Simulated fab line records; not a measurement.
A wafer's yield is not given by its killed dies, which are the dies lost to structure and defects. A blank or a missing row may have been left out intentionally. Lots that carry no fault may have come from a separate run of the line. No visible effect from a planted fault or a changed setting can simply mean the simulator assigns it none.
Which tool did it? || flow n5-finfet || 6 lots, 16 wafers sampled, at 4 steps of a route of 1938

WHAT EACH GAUGE READ, for each wafer
N5_ILD0_THK_MEAS_08.
{"lot": "L558", "measured": "day 4 06:13", "on": "film-metro-02", "thk-nm (nm)": "139.3 137.7 138.5"}
{"lot": "L560", "measured": "day 4 17:10", "on": "film-metro-01", "thk-nm (nm)": "137.0 139.0 139.5"}
{"lot": "L568", "measured": "day 6 17:46", "on": "film-metro-01", "thk-nm (nm)": "133.9 137.2"}
{"lot": "L573", "measured": "day 7 19:33", "on": "film-metro-01", "thk-nm (nm)": "139.1 138.9"}
{"lot": "L575", "measured": "day 8 14:29", "on": "film-metro-02", "thk-nm (nm)": "139.3 139.4 138.7"}
{"lot": "L578", "measured": "day 9 04:58", "on": "film-metro-02", "thk-nm (nm)": "138.4 137.6 140.4"}

TOOL THAT RAN EACH LOT (tool first, then ch and the chambers of the sampled wafers, then the start)
{"lot": "L558", "N5_SD_EPI_N_VAPOR_ETCH_50": "epi-rpcvd-03 ch 0, day 3 19:24", "N5_SD_EPI_P_ETCH_36": "rie-diel-04 ch 1,2, day 3 22:38", "N5_ILD0_CMP_07": "cmp-03 ch 1,2, day 4 05:56"}
{"lot": "L560", "N5_SD_EPI_N_VAPOR_ETCH_50": "epi-rpcvd-02 ch 0, day 4 03:58", "N5_SD_EPI_P_ETCH_36": "rie-diel-02 ch 1,2,3, day 4 07:44", "N5_ILD0_CMP_07": "cmp-01 ch 0,1,3, day 4 16:54"}
{"lot": "L568", "N5_SD_EPI_N_VAPOR_ETCH_50": "epi-rpcvd-04 ch 0, day 6 06:34", "N5_SD_EPI_P_ETCH_36": "rie-diel-02 ch 1,3, day 6 09:56", "N5_ILD0_CMP_07": "cmp-04 ch 0,1, day 6 17:28"}
{"lot": "L573", "N5_SD_EPI_N_VAPOR_ETCH_50": "epi-rpcvd-03 ch 0, day 7 08:33", "N5_SD_EPI_P_ETCH_36": "rie-diel-06 ch 1, day 7 11:29", "N5_ILD0_CMP_07": "cmp-03 ch 0,1, day 7 19:15"}
{"lot": "L575", "N5_SD_EPI_N_VAPOR_ETCH_50": "epi-rpcvd-04 ch 0, day 8 01:28", "N5_SD_EPI_P_ETCH_36": "rie-diel-02 ch 0,1,3, day 8 05:14", "N5_ILD0_CMP_07": "cmp-01 ch 0,2,3, day 8 14:16"}
{"lot": "L578", "N5_SD_EPI_N_VAPOR_ETCH_50": "epi-rpcvd-03 ch 0, day 8 17:22", "N5_SD_EPI_P_ETCH_36": "rie-diel-04 ch 1,2,3, day 8 21:03", "N5_ILD0_CMP_07": "cmp-03 ch 1,2,3, day 9 04:47"}
- N5_SD_EPI_N_VAPOR_ETCH_50: etches Si in HCl, time 54 s.
- N5_SD_EPI_P_ETCH_36: etches SiARC in CF4, target depth 45.5 nm, time 75.8 s.
- N5_ILD0_CMP_07: polishes SiO2 flowable, stops on poly-Si, t overpolish 1.18 s, target thk 138.88 nm.

THE ANSWER, worked out from the rows above alone
Rule: the usual values come from the lots themselves. Put in order of their means at a reading, lots are off if they are a third of the lots or fewer, leave a main group of 4 or more, and stand apart from it by a gap of 3 or more times the standard deviation of the main group's means; of several such gaps the widest counts. A main group is skipped when, at the precision printed for the reading in the tables above, its means are all equal. A lot without any number at a reading at which 4 lots or more have one is off too. All remaining lots with rows at the step are treated as sound.
Off at N5_ILD0_THK_MEAS_08 (thk-nm): L568. The main group: mean 138.8 nm, standard deviation 0.26.
If a tool, at a process step before that reading, ran all the lots that are off and no sound lot after the first of them, it fits. The gauges at N5_ILD0_THK_MEAS_08 are tried like those tools. One fits: N5_ILD0_CMP_07 on cmp-04. It ran no sound lot before its first lot that is off in this sample, so the start can't be narrowed down.

WHAT THE SIMULATOR HAD PUT IN
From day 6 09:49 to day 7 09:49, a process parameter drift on cmp-04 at N5_ILD0_CMP_07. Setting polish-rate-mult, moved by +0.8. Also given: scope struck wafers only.
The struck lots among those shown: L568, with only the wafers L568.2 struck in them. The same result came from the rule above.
